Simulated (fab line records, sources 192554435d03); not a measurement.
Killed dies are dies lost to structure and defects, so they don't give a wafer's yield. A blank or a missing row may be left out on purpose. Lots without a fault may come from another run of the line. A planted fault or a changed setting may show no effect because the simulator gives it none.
One fault seen from 3 desks | flow n5_finfet | each desk has only its own numbers; what lay behind them comes last

THE TOOL OWNER'S DESK: litho_track-05
The tool's own readings at N5_BEOL_M7_COAT_60 (time 60 s, resist thk 35 nm): means of the sampled wafers that have a number, for each lot that ran on this tool. A lot is out of limits, marked OUT, if its mean lies more than 4 standard deviations from the usual mean; the brackets give that distance.
Columns: A = heater_power_total_W at N5_BEOL_M7_COAT_60, usual 427.3 W; B = spin_speed_rpm at N5_BEOL_M7_COAT_60, usual 1500.1 rpm
lot  | first seen here | A     | B
L505 | day 10 13:21    | 429.9 | 1500.9
L507 | day 11 00:30    | 427.5 | 1678.7 (+99 or more) OUT
L509 | day 11 09:34    | 426.0 | 1678.8 (+99 or more) OUT
This desk's finding: out of limits on L507, L509; first on L507, day 11 00:30 (spin_speed_rpm at N5_BEOL_M7_COAT_60). In limits: L505.

THE DEFECT DESK
What the inspections along the route counted, lot by lot: means of the sampled wafers that have a number. A lot is out of limits, marked OUT, if its mean lies more than 4 standard deviations from the usual mean; the brackets give that distance.
Columns: A = raw_defect_count at N5_BEOL_M6_INSPECT_58, usual 69; B = raw_defect_count at N5_BEOL_M7_INSPECT_13, usual 393
lot  | first seen here | A   | B
L503 | day 9 17:12     | 75  | 331
L505 | day 10 10:41    | 78  | 400
L507 | day 10 21:32    | 88  | 432
L509 | day 11 06:58    | 89  | 393
L518 | day 13 03:53    | 54  | 343
L519 | day 14 12:59    | 100 | 443
This desk's finding: nothing out of limits on any of the 6 lots.

THE METROLOGY DESK
What the gauges read, lot by lot, whatever tool the lot ran on: means of the sampled wafers that have a number. A lot is out of limits, marked OUT, if its mean lies more than 4 standard deviations from the usual mean; the brackets give that distance.
Columns: A = M6_THK at N5_BEOL_M6_THK_MEAS_53, usual 78.8 nm; B = M6_RS at N5_BEOL_M6_RS_MEAS_57, usual 0.292 ohm/sq; C = M7_ILD_THK at N5_BEOL_M7_THK_MEAS_01, usual 156.0 nm; D = cd_nm at N5_BEOL_M7_CD_MEAS_11, usual 38.3 nm; E = M7_OVL at N5_BEOL_M7_OVL_MEAS_12, usual -0.4 nm
lot  | first seen here | A    | B     | C     | D    | E
L503 | day 9 17:01     | 80.5 | 0.287 | 156.0 | 39.5 | -1.2
L505 | day 10 10:31    | 80.5 | 0.287 | 156.5 | 38.6 | -0.4
L507 | day 10 21:23    | 79.3 | 0.289 | 155.7 | 38.2 | -0.5
L509 | day 11 06:49    | 79.1 | 0.289 | 155.9 | 37.8 | -0.6
L518 | day 13 03:44    | 82.3 | 0.278 | 156.9 | 39.3 | -1.4
L519 | day 14 12:50    | 78.9 | 0.288 | 156.4 | 37.9 | 0.1
This desk's finding: nothing out of limits on any of the 6 lots.

PUT TOGETHER
The tool owner's desk could have raised an alarm at day 11 00:30, on L507, L509.
The defect desk saw nothing out of limits.
The metrology desk saw nothing out of limits.
The defect desk has L507, L509 on record, within its limits.
The metrology desk has L507, L509 on record, within its limits.
Of the lots named, all ran N5_BEOL_M7_COAT_60 on litho_track-05.

WHAT THE SIMULATOR HAD PUT IN
Process parameter drift: litho_track-05, from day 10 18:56 on, at N5_BEOL_M7_COAT_60. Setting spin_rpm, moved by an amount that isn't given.
Lots struck among those shown: L507, L509.
Hours from the fault's start to each desk's first reading out of limits: the tool owner's desk, 6.
